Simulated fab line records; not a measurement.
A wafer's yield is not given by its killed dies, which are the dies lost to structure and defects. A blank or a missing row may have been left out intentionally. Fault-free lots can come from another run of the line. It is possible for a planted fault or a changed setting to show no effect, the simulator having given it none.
fab line records | flow n5-finfet
record lots=7 wafers=21
route steps=1938 shown BEOL_M8@1377 BEOL_M10@1512 BEOL_M12@1604
start-h: hours from the record's opening day to when the first of the lot's shown wafers began | wait-h: time in hours since the lot's previous step | " repeats the value in the row above | L1.1+2: one row covering several wafers at once | - no value present, or no start provided | * or withheld: withheld | < > ~ a bound
route shown NAME@n: names a module that has steps shown in the file, with the first one's number in the route | usual: average and standard deviation across the fault-free wafers | same: alike in all rows | chamber/n: place in a boat | sites: readings site by site | _std_site: the standard deviation of these | _edge_site: inner sites' mean taken away from outer sites' mean | radius-mm: for every site, how far away it sits from the centre of the wafer | mask NAME#n: copy n | behind: the tool/chamber that last shaped the wafer | hold: reason for holding the lot/hours on hold/outcome of the hold | device: whichever transistor did not switch (one of n, p or np) | end of line: the route-end tests of the same wafers | where a step has no rows: the recipe by itself | killed: dies that structure and defects cost at the first sort, which is not the same as the wafer's yield | map: per-die view of a wafer (x killed, . not killed, _ where there is no die)
set.NAME: the setting that was run; set.NAME@STEP: the one run at that earlier step | model.NAME: the simulator's own value behind a step, which no gauge read
lots with deliberately changed settings; one table per step, one row per wafer
## steps
# step N5_BEOL_M8_TRENCH_ETCH_37
# recipe chemistry=C4F6/O2 target-depth-a=934.78 target=SiCOH_lowk time-s=31.2 ion-energy-ev=250 pressure-mtorr=30 source-w=345 bias-w=185 Ar_flow_sccm=300 C4F6_flow_sccm=10 O2_flow_sccm=10
# usual rf-vpp-V=668/13
# columns lot.wafer tool chamber start-h wait-h set.bias-w rf-vpp-V model.BEOL_M8.feature-depth-nm model.etch.depth-nm
L074.1 rie-diel-05 1 - - 185 664 92 92.04
L074.2 " 2 " " 185 658 94.2 94.2
L074.4 " 0 " " 185 665 93.8 93.74
L077.1 rie-diel-05 1 - - 185 665 91.2 91.15
L077.5 " 0 " " 185 664 91.8 91.78
L077.6 " 3 " " 185 649 91.2 91.2
L079.1 rie-diel-06 2 - - 185 690 93.4 93.32
L079.2 " 0 " " 166.6 612 91 91.02
L079.3 " 3 " " 166.6 601 90.8 90.82
L080.1 rie-diel-06 2 - - 185 690 92.2 92.24
L080.4 " 1 " " 185 677 93.6 93.52
L080.6 " 2 " " 185 689 92 91.98
L084.2 rie-diel-04 1 - - 185 664 96 95.93
L084.3 " 3 " " 185 692 96.4 96.44
L084.6 " 1 " " 185 664 95.4 95.41
L090.2 rie-diel-05 1 - - 185 664 90.2 90.17
L090.4 " 2 " " 216.2 743 96.8 96.86
L090.5 " 1 " " 185 663 90.4 90.38
L092.1 rie-diel-04 1 - - 199.4 704 97.4 97.4
L092.2 " 3 " " 185 691 95 94.93
L092.3 " 2 " " 199.4 708 95.6 95.51
# step N5_BEOL_M8_ETCH_41
# recipe chemistry=CH3F/O2 target=SiCN target-depth-a=319 taper-deg=2 time-s=57.8 ion-energy-ev=120 mask-material=TiN pressure-mtorr=30 source-w=395 bias-w=75 Ar_flow_sccm=150 CH3F_flow_sccm=30 O2_flow_sccm=20
# step N5_BEOL_M8_STRIP_80
# recipe chemistry=N2/H2 time-s=10 power-w=450 temp-c=40 pressure-mtorr=20 rf-frequency-hz=6e+07 bias-power-w=7 n2-flow-sccm=200 h2-flow-sccm=200
# step N5_BEOL_M8_OCD_MEAS_38
# usual trench-depth-nm=93.6/1.5
# columns lot.wafer tool chamber start-h wait-h set.bias-w@BEOL_M8_TRENCH_ETCH_37 trench-depth-nm
L074.1 ocd-02 - 228.70 - 185 92.0
L074.2 " - " " 185 94.5
L074.4 " - " " 185 94.1
L077.1 ocd-01 - 236.30 - 185 91.5
L077.5 " - " " 185 91.7
L077.6 " - " " 185 91.3
L079.1 ocd-01 - 266.09 - 185 93.1
L079.2 " - " " 166.6 91.1
L079.3 " - " " 166.6 91.4
L080.1 ocd-02 - 284.94 - 185 92.1
L080.4 " - " " 185 93.4
L080.6 " - " " 185 91.7
L084.2 ocd-01 - 285.29 - 185 96.2
L084.3 " - " " 185 96.7
L084.6 " - " " 185 95.6
L090.2 ocd-01 - 348.53 - 185 90.0
L090.4 " - " " 216.2 97.0
L090.5 " - " " 185 90.4
L092.1 ocd-01 - 356.37 - 199.4 97.6
L092.2 " - " " 185 94.2
L092.3 " - " " 199.4 95.3
# step N5_BEOL_M8_HM_STRIP_39
# recipe chemistry=peroxide-tin-strip material=TiN target-depth-a=250 temp-c=50 time-s=158
# step N5_BEOL_M8_SRD_40
# recipe time-s=30 temp-c=23 rinse-liquid=diw dry=ipa-marangoni
# step N5_BEOL_M8_PRE_CLEAN_55
# recipe gas=NH3 time-s=15 temp-c=withheld rf-power-w=300
# step N5_BEOL_M8_DEP_56
# recipe material=SiCN target-thk-a=100 temp-c=withheld precursor=3MS/NH3 pressure-torr=3 rf-w=202 time-s=17.5
# step N5_BEOL_M8_RS_MEAS_57
# recipe thk-meas-gauge=four-point-probe reads=Cu_of_BEOL_M8_ECD_50+Co_of_BEOL_M8_CVD_78+TaN_of_BEOL_M8_ALD_77
# usual M8_RS=0.285/0.008
# columns lot.wafer tool chamber start-h wait-h set.bias-w@BEOL_M8_TRENCH_ETCH_37 M8_RS[ohm/sq]
L074.1 film-metro-01 - 234.91 0.1 185 0.295
L074.2 " - " " 185 0.287
L074.4 " - " " 185 0.287
L077.1 film-metro-01 - 242.08 0.1 185 0.299
L077.5 " - " " 185 0.295
L077.6 " - " " 185 0.301
L079.1 film-metro-02 - 269.20 0.1 185 0.292
L079.2 " - " " 166.6 0.294
L079.3 " - " " 166.6 0.299
L080.1 film-metro-01 - 287.99 0.1 185 0.288
L080.4 " - " " 185 0.284
L080.6 " - " " 185 0.290
L084.2 film-metro-01 - 289.11 0.1 185 0.274
L084.3 " - " " 185 0.269
L084.6 " - " " 185 0.272
L090.2 film-metro-02 - 351.00 0.1 185 0.299
L090.4 " - " " 216.2 0.271
L090.5 " - " " 185 0.298
L092.1 film-metro-01 - 360.82 0.1 199.4 0.274
L092.2 " - " " 185 0.281
L092.3 " - " " 199.4 0.275
# step N5_BEOL_M10_TRENCH_ETCH_37
# recipe chemistry=C4F6/O2 target-depth-a=1488.3 target=SiCOH_lowk time-s=48 ion-energy-ev=250 pressure-mtorr=30 source-w=345 bias-w=185 Ar_flow_sccm=300 C4F6_flow_sccm=10 O2_flow_sccm=10
# columns lot.wafer tool chamber start-h wait-h set.time-s model.etch.depth-nm model.BEOL_M10.feature-depth-nm model.TiN_of_BEOL_M10_HM_DEP_02.thk-nm
L074.1 rie-diel-04 1 - - 48 151 151 16
L074.2 " 3 " " 43.63 138.5 138.6 16.2
L074.4 " 1 " " 43.63 137.9 137.8 16.2
L077.1 rie-diel-05 3 - - 48 147.3 147.4 15.8
L077.5 " 2 " " 48 149 149 16.2
L077.6 " 1 " " 53.47 161.9 161.8 15
L079.1 rie-diel-05 3 - - 37.44 114.5 114.6 17
L079.2 " 2 " " 37.44 117 117 17
L079.3 " 0 " " 48 148.1 148.2 15.6
L080.1 rie-diel-06 0 - - 48 149.3 149.2 15.8
L080.4 " 3 " " 48 150.6 150.6 15.4
L080.6 " 2 " " 48 148.9 149 15.6
L084.2 rie-diel-06 1 - - 48 148.9 149 15.6
L084.3 " 0 " " 57.58 179.6 179.6 15.2
L084.6 " 0 " " 57.58 178.1 178 14.8
L090.2 rie-diel-05 3 - - 52.92 159.6 159.6 15.4
L090.4 " 2 " " 52.92 160.8 160.8 15.4
L090.5 " 0 " " 48 146.2 146.2 15.6
L092.1 rie-diel-04 0 - - 53.34 169.5 169.4 15.4
L092.2 " 3 " " 53.34 169.3 169.2 15.4
L092.3 " 2 " " 48 150.4 150.4 15.8
# step N5_BEOL_M10_ETCH_41
# recipe chemistry=CH3F/O2 target=SiCN target-depth-a=426 taper-deg=2 time-s=86 ion-energy-ev=120 mask-material=TiN pressure-mtorr=30 source-w=395 bias-w=75 Ar_flow_sccm=150 CH3F_flow_sccm=30 O2_flow_sccm=20
# usual rf-vpp-V=297.9/1.6
# columns lot.wafer tool chamber start-h wait-h set.source-w rf-vpp-V model.etch.depth-nm
L074.1 rie-diel-04 1 - - 332.6 315.0 30.91
L074.2 " 3 " " 395 299.3 33.33
L074.4 " 1 " " 395 298.8 33.09
L077.1 rie-diel-05 3 - - 395 295.7 32.22
L077.5 " 2 " " 450.5 285.2 34.39
L077.6 " 1 " " 395 299.2 32.05
L079.1 rie-diel-05 3 - - 430.9 288.0 33.05
L079.2 " 2 " " 395 296.9 32.36
L079.3 " 0 " " 430.9 287.7 33.21
L080.1 rie-diel-06 0 - - 395 299.7 33.09
L080.4 " 3 " " 395 298.8 33.05
L080.6 " 2 " " 395 298.1 32.48
L084.2 rie-diel-06 1 - - 455.3 281.6 34.54
L084.3 " 0 " " 455.3 285.2 34.48
L084.6 " 0 " " 395 300.5 32.66
L090.2 rie-diel-05 3 - - 395 297.4 32.3
L090.4 " 2 " " 395 297.4 32.21
L090.5 " 0 " " 395 297.7 32.31
L092.1 rie-diel-04 0 - - 463.7 279.9 35.59
L092.2 " 3 " " 463.7 284.1 35.86
L092.3 " 2 " " 395 299.3 32.86
# step N5_BEOL_M10_STRIP_77
# recipe chemistry=N2/H2 time-s=10 power-w=450 temp-c=40 pressure-mtorr=20 rf-frequency-hz=6e+07 bias-power-w=7 n2-flow-sccm=200 h2-flow-sccm=200
# step N5_BEOL_M10_OCD_MEAS_38
# usual trench-depth-nm=148.9/2.5
# columns lot.wafer tool chamber start-h wait-h set.time-s@BEOL_M10_TRENCH_ETCH_37 trench-depth-nm
L074.1 ocd-01 - 249.83 - 48 151.3
L074.2 " - " " 43.63 138.3
L074.4 " - " " 43.63 137.8
L077.1 ocd-01 - 265.76 - 48 147.3
L077.5 " - " " 48 149.3
L077.6 " - " " 53.47 162.1
L079.1 ocd-02 - 284.70 - 37.44 114.5
L079.2 " - " " 37.44 117.1
L079.3 " - " " 48 147.3
L080.1 ocd-01 - 300.45 - 48 149.1
L080.4 " - " " 48 150.7
L080.6 " - " " 48 148.9
L084.2 ocd-01 - 302.30 - 48 149.3
L084.3 " - " " 57.58 179.5
L084.6 " - " " 57.58 177.7
L090.2 ocd-01 - 367.48 - 52.92 159.7
L090.4 " - " " 52.92 160.5
L090.5 " - " " 48 146.0
L092.1 ocd-02 - 376.45 - 53.34 169.7
L092.2 " - " " 53.34 169.2
L092.3 " - " " 48 149.9
# step N5_BEOL_M10_HM_STRIP_39
# recipe chemistry=peroxide-tin-strip material=TiN target-depth-a=250 temp-c=50 time-s=158
# step N5_BEOL_M10_SRD_40
# recipe time-s=30 temp-c=23 rinse-liquid=diw dry=ipa-marangoni
# step N5_BEOL_M10_ECD_50
# recipe material=Cu target-thk-a=3180
# step N5_BEOL_M10_ANNEAL_51
# recipe temp-c=225 time-s=90 ambient=N2
# step N5_BEOL_M10_CMP_52
# recipe stop-on=SiCOH_lowk t-overpolish-s=7 down-force-psi=1 platen-rpm=50 clearing-platen-down-force-psi=1.5 clearing-platen-rpm=50 post-cmp-clean=cu-alkaline target-thk-nm=140 clearing-platen-pad-velocity-m-s=0.99484 pad-velocity-m-s=0.99484
# columns lot.wafer tool chamber start-h wait-h set.time-s@BEOL_M10_TRENCH_ETCH_37 model.Cu_of_BEOL_M10_ECD_50.thk-nm
L074.2 cmp-01 1 253.58 0.2 43.63 130.2
L074.1 " 2 " " 48 142.2
L074.4 " 0 " " 43.63 129.6
L077.1 cmp-04 1 268.55 0.3 48 138.4
L077.5 " 0 " " 48 141.4
L077.6 " 1 " " 53.47 153.2
L079.3 cmp-01 2 287.46 0.2 48 139.2
L079.1 " 3 " " 37.44 106.6
L079.2 " 0 " " 37.44 108.4
L080.1 cmp-01 1 302.33 0.3 48 140.6
L080.4 " 2 " " 48 141.6
L080.6 " 1 " " 48 141.2
L084.2 cmp-01 1 304.38 0.3 48 140.6
L084.3 " 3 " " 57.58 172
L084.6 " 1 " " 57.58 168
L090.4 cmp-01 3 370.94 0.4 52.92 153.2
L090.2 " 0 " " 52.92 150
L090.5 " 1 " " 48 137
L092.3 cmp-04 1 379.54 0.2 48 141.6
L092.1+2 " 2,3 " " 53.34 160.8
# step N5_BEOL_M10_THK_MEAS_53
# recipe thk-meas-gauge=xrf reads=Cu_of_BEOL_M10_ECD_50
# usual M10_THK=138.9/2.6
# columns lot.wafer tool chamber start-h wait-h set.time-s@BEOL_M10_TRENCH_ETCH_37 M10_THK[nm]
L074.1 film-metro-01 - 253.87 - 48 139.5
L074.2 " - " " 43.63 127.8
L074.4 " - " " 43.63 127.7
L077.1 film-metro-01 - 268.80 - 48 137.7
L077.5 " - " " 48 140.4
L077.6 " - " " 53.47 152.3
L079.1 film-metro-01 - 287.73 0.2 37.44 105.4
L079.2 " - " " 37.44 106.9
L079.3 " - " " 48 137.2
L080.1 film-metro-01 - 302.58 - 48 139.2
L080.4 " - " " 48 140.7
L080.6 " - " " 48 140.0
L084.2 film-metro-02 - 304.65 0.2 48 140.5
L084.3 " - " " 57.58 171.0
L084.6 " - " " 57.58 168.3
L090.2 film-metro-01 - 371.16 - 52.92 147.8
L090.4 " - " " 52.92 151.6
L090.5 " - " " 48 135.2
L092.1 film-metro-02 - 379.80 - 53.34 158.5
L092.2 " - " " 53.34 159.1
L092.3 " - " " 48 140.2
# step N5_BEOL_M10_PRE_CLEAN_55
# recipe gas=NH3 time-s=15 temp-c=withheld rf-power-w=300
# step N5_BEOL_M10_DEP_56
# recipe material=SiCN target-thk-a=150 temp-c=withheld precursor=3MS/NH3 pressure-torr=3 rf-w=202 time-s=26.5
# step N5_BEOL_M10_RS_MEAS_57
# recipe thk-meas-gauge=four-point-probe reads=Cu_of_BEOL_M10_ECD_50+Co_of_BEOL_M10_CVD_75+TaN_of_BEOL_M10_ALD_74
# usual M10_RS=0.151/0.0032
# columns lot.wafer tool chamber start-h wait-h set.time-s@BEOL_M10_TRENCH_ETCH_37 M10_RS[ohm/sq]
L074.1 film-metro-01 - 254.01 0.1 48 0.148
L074.2 " - " " 43.63 0.163
L074.4 " - " " 43.63 0.164
L077.1 film-metro-02 - 268.94 0.1 48 0.153
L077.5 " - " " 48 0.149
L077.6 " - " " 53.47 0.137
L079.1 film-metro-02 - 287.87 0.1 37.44 0.205
L079.2 " - " " 37.44 0.201
L079.3 " - " " 48 0.152
L080.1 film-metro-02 - 302.72 0.1 48 0.150
L080.4 " - " " 48 0.150
L080.6 " - " " 48 0.149
L084.2 film-metro-02 - 304.78 0.1 48 0.150
L084.3 " - " " 57.58 0.121
L084.6 " - " " 57.58 0.123
L090.2 film-metro-02 - 371.30 0.1 52.92 0.140
L090.4 " - " " 52.92 0.137
L090.5 " - " " 48 0.154
L092.1 film-metro-02 - 379.94 0.1 53.34 0.130
L092.2 " - " " 53.34 0.130
L092.3 " - " " 48 0.149
# step N5_BEOL_M12_COAT_58
# recipe resist=BARC temp-c=205 time-s=60 spin-rpm=1500 resist-thk-nm=89
# columns lot.wafer tool chamber start-h wait-h set.spin-rpm model.BARC_of_BEOL_M12_COAT_58.thk-nm
L074.1+4 litho-track-01 0 268.16 0.0 1642 85.6
L074.2 " 0 " " 1500 89.2
L077.1 litho-track-01 0 279.11 0.0 1500 89.4
L077.5 " 0 " " 1500 88.8
L077.6 " 0 " " 1500 89.2
L079.1 litho-track-03 0 295.44 0.0 1567 87.6
L079.2 " 0 " " 1500 89.2
L079.3 " 0 " " 1500 89.4
L080.1 litho-track-01 0 309.64 0.0 1500 89.4
L080.4 " 0 " " 1500 89.2
L080.6 " 0 " " 1500 89.8
L084.2+6 litho-track-01 0 312.72 0.0 1626 85.8
L084.3 " 0 " " 1500 89.6
L090.2 litho-track-04 0 377.38 0.0 1500 89.2
L090.4 " 0 " " 1500 89.6
L090.5 " 0 " " 1500 89.4
L092.1 litho-track-03 0 391.27 0.0 1500 89
L092.2 " 0 " " 1500 89.2
L092.3 " 0 " " 1500 88.8
## key
split step=N5_BEOL_M8_TRENCH_ETCH_37 setting=bias-w stated=185 by=wafer
response step=N5_BEOL_M8_TRENCH_ETCH_37 reading=rf-vpp-V change=+5.17 per=1% r=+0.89
response step=N5_BEOL_M8_TRENCH_ETCH_37 reading=model.BEOL_M8.feature-depth-nm change=+0.329 per=1% r=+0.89
response step=N5_BEOL_M8_TRENCH_ETCH_37 reading=model.etch.depth-nm change=+0.331 per=1% r=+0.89
response step=N5_BEOL_M8_OCD_MEAS_38 reading=trench-depth-nm change=+0.34 per=1% r=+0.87
response step=N5_BEOL_M8_RS_MEAS_57 reading=M8_RS change=-0.00124 per=1% r=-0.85
split step=N5_BEOL_M10_TRENCH_ETCH_37 setting=time-s stated=48 by=wafer
response step=N5_BEOL_M10_TRENCH_ETCH_37 reading=model.etch.depth-nm change=+1.46 per=1% r=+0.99
response step=N5_BEOL_M10_TRENCH_ETCH_37 reading=model.BEOL_M10.feature-depth-nm change=+1.46 per=1% r=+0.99
response step=N5_BEOL_M10_TRENCH_ETCH_37 reading=model.TiN_of_BEOL_M10_HM_DEP_02.thk-nm change=-0.0472 per=1% r=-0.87
response step=N5_BEOL_M10_OCD_MEAS_38 reading=trench-depth-nm change=+1.45 per=1% r=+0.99
response step=N5_BEOL_M10_CMP_52 reading=model.Cu_of_BEOL_M10_ECD_50.thk-nm change=+1.44 per=1% r=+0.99
response step=N5_BEOL_M10_THK_MEAS_53 reading=M10_THK change=+1.42 per=1% r=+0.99
response step=N5_BEOL_M10_RS_MEAS_57 reading=M10_RS change=-0.00178 per=1% r=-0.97
split step=N5_BEOL_M10_ETCH_41 setting=source-w stated=395 by=wafer
response step=N5_BEOL_M10_ETCH_41 reading=rf-vpp-V change=-1 per=1% r=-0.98
response step=N5_BEOL_M10_ETCH_41 reading=model.etch.depth-nm change=+0.144 per=1% r=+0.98
split step=N5_BEOL_M12_COAT_58 setting=spin-rpm stated=1500 by=wafer
response step=N5_BEOL_M12_COAT_58 reading=model.BARC_of_BEOL_M12_COAT_58.thk-nm change=-0.409 per=1% r=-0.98
